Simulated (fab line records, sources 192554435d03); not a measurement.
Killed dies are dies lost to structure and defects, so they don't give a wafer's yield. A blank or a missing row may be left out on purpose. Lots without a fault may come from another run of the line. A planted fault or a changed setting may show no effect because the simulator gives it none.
A struck lot beside a sound one | flow n5_finfet | 39 steps out of a route of 1938
Sound: wafers L361.3, L361.5, L361.6. Struck: wafer L355.2. (L355.1 of the same lot was not struck and is left out.) The cause comes at the end.
At each step with rows: each side's tool, then ch and its chambers, then its first start. Under that, the readings that differ: sound wafers | struck wafers | difference of the means | sigmas: that difference in standard deviations of wafers without a fault.
alike: readings whose means differ by less than 2 such deviations, and words and numbers that are the same on both sides. not compared: withheld readings, readings that some wafer has no value for, bounds like >300 that may hide the same value, and numbers for which the record gives no deviation and whose values overlap.
The two part at a step that has a row with sigmas, a row that says differs or no value, or rows on one side only. Numbers that don't overlap but have no deviation are shown without sigmas and don't part them. A reading that every wafer of one side lacks parts them only if that side has two wafers or more.

first, 12 steps without rows for these wafers: N5_SD_EPI_N_ETCH_35 (etches SOC in N2/H2, overetch 108 nm, time 486 s); N5_SD_EPI_N_STRIP_36 (strips in N2/H2); N5_SD_EPI_N_ETCHBACK_44 (etches SiNx in CH3F/O2, stops on SiO2, target depth 14.5 nm); N5_SD_EPI_N_ETCH_45 (etches SiOCN in CH3F/O2, target depth 6 nm); N5_SD_EPI_N_ETCH_16 (etches SiO2 in CHF3/O2, target depth 5 nm); N5_SD_EPI_N_STRIP_47 (strips in CHF3/O2); N5_SD_EPI_N_SD_RECESS_17 (chemistry HBr/Cl2/O2, target depth 41 nm, time 23.7 s, bt time 3 s); N5_SD_EPI_N_STRIP_38 (strips in N2/H2); N5_SD_EPI_N_WET_ETCH_43 (etches SiO2 in dHF, time 14 s, target depth 1.5 nm); N5_SD_EPI_N_STRIP_18 (strips in SPM, time 750 s); N5_SD_EPI_N_SRD_20 (time 30 s); N5_SD_EPI_N_PRECLEAN_48 (cleans in NF3:NH3, afs cycles 2, time 20 s, sublimation time 60 s).
N5_SD_EPI_N_VAPOR_ETCH_50: etches Si in HCl, time 54 s.
  sound on epi_rpcvd-04 ch 0, day 6 15:02; struck on epi_rpcvd-03 ch 0, day 5 02:19
  reading                | sound             | struck | difference | sigmas
  throttle_valve_pct (%) | 12.28 12.37 12.17 | 11.75  | -0.52      | -2
then, 24 steps without rows for these wafers: N5_SD_EPI_N_EPI_21 (deposits Si:P, time 690 s); N5_SD_EPI_N_PRECLEAN_24 (cleans in O3/DIW, time 60 s); N5_SD_EPI_N_SRD_25 (time 30 s); N5_SD_EPI_N_PRECLEAN_49 (cleans in NF3:NH3, afs cycles 1, time 20 s, sublimation time 60 s); N5_SD_EPI_N_LINER_46 (material SiNx, target thk 3 nm); N5_SD_EPI_P_COAT_34 (time 60 s, resist thk 350 nm); N5_SD_EPI_P_COAT_35 (time 60 s, resist thk 35 nm); N5_SD_EPI_P_COAT_03 (resist thk 150 nm); N5_SD_EPI_P_EBR_05; N5_SD_EPI_P_SOFTBAKE_04 (time 60 s); N5_SD_EPI_P_EXPOSE_06 (exposes mask SD P BLK, target cd 240 nm); N5_SD_EPI_P_PEB_07 (peb time 60 s); N5_SD_EPI_P_DEVELOP_08 (develop time 30 s); N5_SD_EPI_P_DESCUM_14 (chemistry O2, time 7.9 s); N5_SD_EPI_P_ETCH_36 (etches SiARC in CF4, target depth 45.5 nm, time 75.8 s); N5_SD_EPI_P_ETCH_37 (etches SOC in N2/H2, overetch 108 nm, time 486 s); N5_SD_EPI_P_STRIP_38 (strips in N2/H2); N5_SD_EPI_P_ETCHBACK_46 (etches SiNx in CH3F/O2, stops on SiO2, target depth 17.5 nm); N5_SD_EPI_P_ETCH_47 (etches SiOCN in CH3F/O2, target depth 25 nm); N5_SD_EPI_P_ETCH_16 (etches SiO2 in CHF3/O2, target depth 5 nm); N5_SD_EPI_P_STRIP_50 (strips in CHF3/O2); N5_SD_EPI_P_SD_RECESS_17 (chemistry HBr/Cl2/O2, target depth 39.1 nm, bt time 3 s); N5_SD_EPI_P_WET_ETCH_45 (etches SiO2 in dHF, time 10.7 s, target depth 2 nm, rinse time 30 s); N5_SD_EPI_P_STRIP_40 (strips in N2/H2).
-- the record jumps here: 4 days lie between the struck wafers' starts before and after (it left off in module SD_EPI_P and takes up again in module BEOL_M4, whose first step shown is number 1111 of the route) --
N5_BEOL_M4_RC_MEAS_101:
  sound on prober-02 ch 0, day 11 04:13; struck on prober-02 ch 0, day 9 10:55
  reading            | sound             | struck | difference | sigmas
  DIBL_N (mV/V)      | 36.5 35.4 36.7    | 42.7   | +6.5       | +5
  IOFF_N (nA/um)     | 0.168 0.138 0.170 | 0.265  | +0.106     | +4
  IOFF_N_85C (nA/um) | 3.2 2.7 3.2       | 4.9    | +1.9       | +5
  IOFF_N_LIN (nA/um) | 0.078 0.065 0.079 | 0.101  | +0.027     | +3
  REXT_N (ohm.um)    | 77.1 77.1 77.1    | 67.9   | -9.2       | -7
  SS_N (mV/dec)      | 71.2 71.2 71.6    | 73.0   | +1.7       | +3
  VT_N (mV)          | 250.4 250.0 247.7 | 242.9  | -6.5       | -2
  alike: DIBL_P, IOFF_P, ION_N, ION_P, SS_P, VT_P
-- the record jumps here: 4 days lie between the struck wafers' starts before and after (it left off in module BEOL_M4 and takes up again in module PASSIVATION, whose first step shown is number 1936 of the route) --
N5_PASSIVATION_PROBE_49:
  the record has rows for the struck wafers here (prober-02, day 13 09:49) and none for the sound ones

WHERE THEY PART
First at N5_SD_EPI_N_VAPOR_ETCH_50; last, within this record, at N5_PASSIVATION_PROBE_49.

WHY: what the simulator had put in
Process parameter drift: epi_rpcvd-03, from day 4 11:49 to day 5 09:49, at N5_SD_EPI_N_VAPOR_ETCH_50. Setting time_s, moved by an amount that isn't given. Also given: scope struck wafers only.
